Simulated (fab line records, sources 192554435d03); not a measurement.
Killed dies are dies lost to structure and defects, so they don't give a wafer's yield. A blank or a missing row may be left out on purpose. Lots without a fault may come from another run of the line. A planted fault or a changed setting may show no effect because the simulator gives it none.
A struck lot beside a sound one | flow n5_finfet | 23 steps out of a route of 1938
Sound: wafers L258.4, L258.5, L258.6. Struck: wafers L260.1, L260.3, L260.4. The cause comes at the end.
At each step with rows: each side's tool, then ch and its chambers, then its first start. Under that, the readings that differ: sound wafers | struck wafers | difference of the means | sigmas: that difference in standard deviations of wafers without a fault.
alike: readings whose means differ by less than 2 such deviations, and words and numbers that are the same on both sides. not compared: withheld readings, readings that some wafer has no value for, bounds like >300 that may hide the same value, and numbers for which the record gives no deviation and whose values overlap.
The two part at a step that has a row with sigmas, a row that says differs or no value, or rows on one side only. Numbers that don't overlap but have no deviation are shown without sigmas and don't part them. A reading that every wafer of one side lacks parts them only if that side has two wafers or more.

first, 1 step without rows for these wafers: N5_STI_FIN_REVEAL_CMP_04 (polishes, stops on Si3N4, t overpolish 4 s, target thk 131.83 nm).
N5_STI_FIN_REVEAL_THK_MEAS_05:
  sound on film_metro-02, day 5 20:33; struck on film_metro-02, day 6 04:56
  alike: thk_nm
N5_STI_FIN_REVEAL_DENSIFY_30:
  sound on rtp_anneal-02 ch 0, day 5 20:40; struck on rtp_anneal-02 ch 0, day 6 05:04
  alike: lamp_power_pct, lamp_zone_5_pct
  not compared: wafer_temp_C_max
N5_STI_FIN_REVEAL_ETCHBACK_08: etches SiO2 in C4F6/O2, target depth 30.5 nm, time 10.167 s.
  sound on rie_diel-03 ch 2,3, day 5 20:56; struck on rie_diel-06 ch 1,2,3, day 6 05:16
  alike: drypump_motor_current_A, oes_product_au, rf_vpp_V, showerhead_plenum_p_Torr, throttle_valve_pct
  not compared: rf_hours_counter_h
N5_STI_FIN_REVEAL_STRIP_24: strips in N2/H2, time 90 s.
  sound on rie_diel-03 ch 2,3, day 5 20:59; struck on rie_diel-06 ch 1,2,3, day 6 05:19
  alike: drypump_motor_current_A, oes_product_au, rf_vpp_V, showerhead_plenum_p_Torr, throttle_valve_pct
  not compared: rf_hours_counter_h
then, 7 steps without rows for these wafers: N5_STI_FIN_REVEAL_PRECLEAN_25 (cleans in SPM, time 90 s); N5_STI_FIN_REVEAL_PRECLEAN_26 (cleans in SC1, time 45 s); N5_STI_FIN_REVEAL_PRECLEAN_29 (cleans in DHF, time 30 s); N5_STI_FIN_REVEAL_SRD_12 (time 30 s); N5_STI_FIN_REVEAL_RECESS_09 (chemistry HF/NH3, target SiO2, afs cycles 11, target depth 42.5 nm, sublimation time 60 s); N5_STI_FIN_REVEAL_STRIP_16 (strips SiNx in H3PO4, target depth 23.8 nm); N5_STI_FIN_REVEAL_PRECLEAN_17 (cleans in NF3:NH3, afs cycles 1, time 20 s, sublimation time 60 s).
N5_STI_FIN_REVEAL_ETCH_34: etches Si in H2, material Si, target depth 0.97 nm.
  sound on rie_si-04 ch 0,1, day 5 23:32; struck on rie_si-02 ch 0,1,2, day 6 07:37
  no value came back on the struck wafers for any of 5 readings (bias_w (W), chamber_pressure_mTorr (mTorr) and others); on the sound wafers bias_w (W) reads 0 0 0
  not compared: rf_hours_counter_h
N5_STI_FIN_REVEAL_OXIDATION_31: chemistry O2 PLASMA REMOTE, time 20 s.
  sound on plasma_asher-01 ch 0,1, day 5 23:37; struck on plasma_asher-01 ch 0,1, day 6 07:50
  alike: drypump_motor_current_A, heater_power_w
  not compared: rf_hours_counter_h
then, 3 steps without rows for these wafers: N5_STI_FIN_REVEAL_PRECLEAN_32 (cleans in NF3:NH3, afs cycles 1, time 20 s, sublimation time 60 s); N5_STI_FIN_REVEAL_STRIP_35 (strips Si3N4 in H3PO4, target depth 4 nm, time 39 s); N5_STI_FIN_REVEAL_SRD_21 (time 30 s).
N5_STI_FIN_REVEAL_OXIDATION_33: chemistry O2 PLASMA REMOTE, time 20 s.
  sound on plasma_asher-02 ch 0,1, day 6 00:01; struck on plasma_asher-01 ch 0,1, day 6 08:15
  alike: drypump_motor_current_A, heater_power_w
  not compared: rf_hours_counter_h
then, 2 steps without rows for these wafers: N5_STI_FIN_REVEAL_CLEAN_19 (cleans in O3/DIW, time 120 s); N5_STI_FIN_REVEAL_SRD_23 (time 30 s).
N5_STI_FIN_REVEAL_CD_MEAS_22: target cd 6.238 nm, pitch 28 nm.
  sound on cd_sem-03, day 6 00:10; struck on cd_sem-01, day 6 08:25
  reading    | sound       | struck      | difference | sigmas
  cd_nm (nm) | 6.5 6.2 6.7 | 8.1 7.8 7.9 | +1.5       | +5
N5_STI_FIN_REVEAL_FIN_H_MEAS_10:
  sound on ocd-02, day 6 00:11; struck on ocd-01, day 6 08:26
  alike: trench_depth_nm
-- the record jumps here: 10 days lie between the struck wafers' starts before and after (it left off in module STI_FIN_REVEAL and takes up again in module PASSIVATION, whose first step shown is number 1936 of the route) --
N5_PASSIVATION_PROBE_49:
  the record has rows for the struck wafers here (prober-02, day 15 22:05) and none for the sound ones

WHERE THEY PART
First at N5_STI_FIN_REVEAL_ETCH_34; last, within this record, at N5_PASSIVATION_PROBE_49.

WHY: what the simulator had put in
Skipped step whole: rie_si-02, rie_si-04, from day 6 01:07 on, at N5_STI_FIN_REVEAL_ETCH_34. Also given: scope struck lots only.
